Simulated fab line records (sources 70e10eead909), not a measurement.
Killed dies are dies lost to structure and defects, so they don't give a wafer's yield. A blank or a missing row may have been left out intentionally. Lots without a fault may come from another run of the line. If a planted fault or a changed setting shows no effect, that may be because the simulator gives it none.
Which tool did it? ; flow nand-harc ; Sampling: 12 lots, 36 wafers, 5 of 1302 route steps

WHAT THE GAUGES READ, wafer by wafer
NHARC_P_GATE_CD_MEAS_46 targets a cd of 720 nm.
lot;measured;on;cd-nm (nm)
L413;day 10 08:35;cd-sem-02;715.3 718.5 716.4
L414;day 11 16:19;cd-sem-03;717.9 716.8 718.5
L415;day 11 19:40;cd-sem-02;717.3 717.1 717.4
L416;day 11 16:46;cd-sem-03;716.7 714.3 715.7
L417;day 12 06:44;cd-sem-01;723.6 722.9 720.8
L418;day 12 10:55;cd-sem-02;719.2 716.1 715.1
L419;day 13 05:10;cd-sem-01;717.8 715.3 718.0
L421;day 13 20:58;cd-sem-03;719.4 720.5 722.0
L423;day 14 17:20;cd-sem-01;721.0 718.3 719.2
L424;day 14 21:54;cd-sem-01;717.4 718.3 717.7

NHARC_P_GATE_CD_MEAS_91 targets a cd of 2000 nm.
lot;measured;on;cd-nm (nm)
L413;day 10 12:02;cd-sem-02;1999.9 2000.1 1999.3
L414;day 11 19:47;cd-sem-02;1997.1 2000.7 1999.4
L415;day 11 22:59;cd-sem-02;1997.4 1999.3 1997.7
L416;day 11 20:29;cd-sem-02;2001.8 1998.1 1998.1
L417;day 12 10:07;cd-sem-01;1995.4 2000.1 1998.0
L418;day 12 14:23;cd-sem-03;2000.2 1998.4 2000.3
L419;day 13 08:24;cd-sem-03;1999.5 1997.2 2001.4
L421;day 14 00:25;cd-sem-02;1996.2 1998.9 1998.6
L423;day 14 21:41;cd-sem-03;1997.4 1998.3 2001.1
L424;day 15 01:22;cd-sem-01;1999.4 1996.5 1998.0

NHARC_END_SORT_01.
lot;measured;on;killed-at-array;killed-at-other;killed-at-periphery;killed-dies;killed-open;killed-short
L410;day 29 06:22;prober-02;49 60 57;2 0 0;626 617 620;677 677 677;4 4 4;1 0 1
L411;day 28 23:19;prober-01;45 62 53;1 0 1;631 615 623;677 677 677;3 5 4;3 2 5
L413;day 28 23:22;prober-02;56 63 55;1 2 0;4 2 4;61 67 59;5 5 2;4 2 3
L414;day 30 16:30;prober-01;72 81 84;0 0 0;3 0 4;75 81 88;3 1 9;5 5 1
L415;day 30 14:56;prober-02;39 40 46;0 0 0;3 5 6;42 45 52;6 2 1;2 4 4
L416;day 30 04:23;prober-01;60 65 54;0 0 1;9 7 4;69 72 59;2 5 1;4 2 1
L417;day 31 23:22;prober-01;72 73 80;0 0 1;1 3 5;73 76 86;4 4 3;0 3 0
L418;day 31 09:43;prober-02;82 60 65;2 1 0;4 6 2;88 67 67;6 3 0;4 0 4
L419;day 33 01:08;prober-01;23 25 26;1 1 4;6 2 5;30 28 35;1 4 5;5 2 5
L421;day 33 08:45;prober-02;73 71 69;1 1 6;3 4 8;77 76 83;2 2 5;1 4 4
L423;day 33 23:12;prober-01;66 56 70;0 0 0;8 2 3;74 58 73;4 0 3;3 4 5
L424;day 34 04:51;prober-02;40 43 43;0 1 0;0 3 3;40 47 46;6 1 5;1 2 1

WHICH TOOL RAN EACH LOT (tool, then ch and the chambers of the sampled wafers, then the start)
lot;NHARC_P_ZERO_WELL_DESCUM_39;NHARC_P_STI_ETCH_42
L410;rie-diel-02 ch 0,2,3, day 5 18:11;rie-diel-01 ch 1,3, day 6 15:35
L411;rie-diel-13 ch 0,1,3, day 6 04:20;rie-diel-04 ch 0,1,2, day 7 02:45
L413;rie-diel-02 ch 0,1,2, day 7 00:27;rie-diel-04 ch 1,2,3, day 7 15:59
L414;rie-diel-09 ch 0,2,3, day 7 15:53;rie-diel-01 ch 0,1,3, day 8 12:33
L415;rie-diel-09 ch 2,3, day 7 20:53;rie-diel-11 ch 0,2,3, day 8 12:24
L416;rie-diel-13 ch 2,3, day 8 06:57;rie-diel-04 ch 0,2,3, day 9 01:24
L417;rie-diel-09 ch 1,2, day 8 16:10;rie-diel-04 ch 0,1,2, day 9 10:34
L418;rie-diel-02 ch 0,1, day 9 02:25;rie-diel-11 ch 0,2,3, day 9 20:35
L419;rie-diel-02 ch 1,2, day 9 12:28;rie-diel-01 ch 2,3, day 10 07:28
L421;rie-diel-13 ch 0,1,2, day 10 08:24;rie-diel-04 ch 0,1,2, day 11 03:26
L423;rie-diel-13 ch 0,2, day 11 04:22;rie-diel-01 ch 0,2,3, day 12 02:13
L424;rie-diel-02 ch 1,2,3, day 11 14:15;rie-diel-01 ch 1,2, day 12 10:19
- NHARC_P_ZERO_WELL_DESCUM_39: chemistry O2, time 3 s.
- NHARC_P_STI_ETCH_42: etches the open film in N2/H2, target depth 80 nm, overetch 24 nm, time 61 s.

WHAT THE TOOLS THEMSELVES READ (means of the sampled wafers that have a number; where no wafer has one, the mark that the record gives instead)
NHARC_P_ZERO_WELL_DESCUM_39.
lot;tool;drypump-motor-current-A (A);oes-product-au (a.u.);rf-vpp-V (V);showerhead-plenum-p-Torr (Torr);throttle-valve-pct (%)
L410;rie-diel-02;5.8;1.009;57.4;1.86;11.311
L411;rie-diel-13;5.9;0.991;58.2;1.99;11.313
L413;rie-diel-02;5.7;1.011;57.6;1.88;11.309
L414;rie-diel-09;5.8;1.012;58.8;1.99;11.311
L415;rie-diel-09;5.4;1.007;57.3;1.91;11.310
L416;rie-diel-13;5.8;1.000;58.2;1.92;11.308
L417;rie-diel-09;5.8;1.008;58.3;1.98;11.316
L418;rie-diel-02;5.9;1.011;58.1;1.89;11.307
L419;rie-diel-02;5.5;1.002;56.8;1.86;11.313
L421;rie-diel-13;5.9;1.003;57.5;1.95;11.319
L423;rie-diel-13;5.8;1.008;57.2;1.95;11.316
L424;rie-diel-02;5.5;1.000;57.3;1.91;11.312

NHARC_P_STI_ETCH_42.
lot;tool;bias-w (W);chamber-pressure-mTorr (mTorr);drypump-motor-current-A (A);oes-product-au (a.u.);rf-vpp-V (V);showerhead-plenum-p-Torr (Torr);throttle-valve-pct (%)
L410;rie-diel-01;-;-;-;-;-;-;-
L411;rie-diel-04;-;-;-;-;-;-;-
L413;rie-diel-04;150.0;29.99;6.0;1.002;427.3;1.95;14.172
L414;rie-diel-01;150.0;30.01;6.0;1.006;428.0;1.95;14.170
L415;rie-diel-11;150.5;30.00;5.6;1.005;431.9;2.10;14.168
L416;rie-diel-04;149.8;29.98;5.5;0.998;427.9;1.95;14.164
L417;rie-diel-04;149.9;30.00;5.9;1.007;426.8;1.90;14.169
L418;rie-diel-11;150.4;30.00;5.6;0.995;432.9;2.10;14.164
L419;rie-diel-01;150.4;30.01;5.8;1.014;427.2;1.91;14.177
L421;rie-diel-04;150.1;30.00;5.9;1.008;426.3;1.90;14.166
L423;rie-diel-01;149.9;30.00;5.9;1.004;428.5;1.95;14.165
L424;rie-diel-01;149.9;29.98;5.8;1.009;426.2;1.91;14.174

THE ANSWER, worked out from the rows above alone
Rule: what is usual is taken from the lots themselves. Put in order of their means at a reading, lots are off if they are a third of the lots or fewer, leave a main group of 4 or more, and stand apart from it by a gap of 3 or more times the standard deviation of the main group's means; of several such gaps the widest counts. Not used: any main group whose means are identical at the precision the tables above print for the reading. A lot without any number at a reading at which 4 lots or more have one is off too. Any other lot the step has rows for is counted as sound. The gauges are gone through in route order, then the tools' own readings, and for those a lot's mean is taken as printed above. The first step at which some lot is off is used, and at that step the reading that is off furthest; a lot without a number counts as furthest.
Off: L410, L411, at NHARC_END_SORT_01 (killed-at-periphery). Main group: mean 4, sd 1.3.
A tool fits if, at a process step before that reading, it ran every lot that is off, and no sound lot after the first of them. Not tried: the gauges at NHARC_END_SORT_01; whatever is off there is also off at NHARC_P_STI_ETCH_42, on other tools, and gauge error can't account for it. No candidate that was tried fits.

WHAT THE SIMULATOR HAD INSERTED
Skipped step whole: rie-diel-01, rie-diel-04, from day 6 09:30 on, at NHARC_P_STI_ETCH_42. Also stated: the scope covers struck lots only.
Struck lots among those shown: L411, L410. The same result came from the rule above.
